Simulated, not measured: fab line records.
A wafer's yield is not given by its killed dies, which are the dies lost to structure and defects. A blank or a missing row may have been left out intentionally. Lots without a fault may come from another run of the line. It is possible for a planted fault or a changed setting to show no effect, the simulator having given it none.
Which of the tools did it? | flow n5Finfet | 12 lots, 36 wafers sampled, at 2 steps of a route of 1938

== WHAT THE GAUGES READ, wafer by wafer ==
N5_BEOL_M4_RS_MEAS_58: measurement is done with a four-point probe.
lot  | measured     | on           | M4_RS (ohm/sq)
L075 | day 8 04:51  | filmMetro-02 | 0.71 0.72 0.70
L077 | day 9 04:45  | filmMetro-02 | 0.68 0.67 0.65
L078 | day 9 12:22  | filmMetro-02 | 0.69 0.70 0.65
L081 | day 9 16:38  | filmMetro-02 | 0.72 0.69 0.67
L082 | day 10 06:29 | filmMetro-02 | 0.65 0.65 0.69
L085 | day 10 16:01 | filmMetro-02 | 0.69 0.65 0.62
L087 | day 11 10:16 | filmMetro-02 | 0.71 0.70 0.75
L089 | day 11 14:52 | filmMetro-02 | 0.65 0.67 0.67
L090 | day 12 01:47 | filmMetro-01 | 0.65 0.67 0.62
L093 | day 13 00:20 | filmMetro-02 | 0.72 0.77 0.68
L094 | day 13 21:18 | filmMetro-02 | 0.62 0.63 0.61
L097 | day 14 04:13 | filmMetro-02 | 0.75 0.62 0.61

== WHAT TOOL EACH LOT RAN ON (gives the tool, then ch and the chambers of the sampled wafers, and finally the start) ==
lot  | N5_BEOL_M4_PRE_CLEAN_45
L075 | pvdSputter-03, day 8 01:19
L077 | pvdSputter-02, day 9 01:18
L078 | pvdSputter-03, day 9 08:34
L081 | pvdSputter-03, day 9 13:06
L082 | pvdSputter-02, day 10 02:00
L085 | pvdSputter-01, day 10 12:24
L087 | pvdSputter-03, day 11 06:49
L089 | pvdSputter-03, day 11 10:56
L090 | pvdSputter-03, day 11 22:13
L093 | pvdSputter-03, day 12 20:44
L094 | pvdSputter-03, day 13 17:45
L097 | pvdSputter-03, day 13 23:05
- N5_BEOL_M4_PRE_CLEAN_45: time 30 s.

== THE ANSWER, worked out from the rows above alone ==
Rule: usual is defined by the lots themselves. Put in order of their means at a reading, lots are off if they are a third of the lots or fewer, leave a main group of 4 or more, and stand apart from it by a gap of 3 or more times the standard deviation of the main group's means; of several such gaps the widest counts. A main group is skipped when, at the precision printed for the reading in the tables above, its means are all equal. Also off: a lot with no number at a reading for which 4 or more lots have one. The other lots that the step has rows for count as sound.
Nothing can be told from this: no lot is off at any reading shown.

== WHAT WAS PUT IN BY THE SIMULATOR ==
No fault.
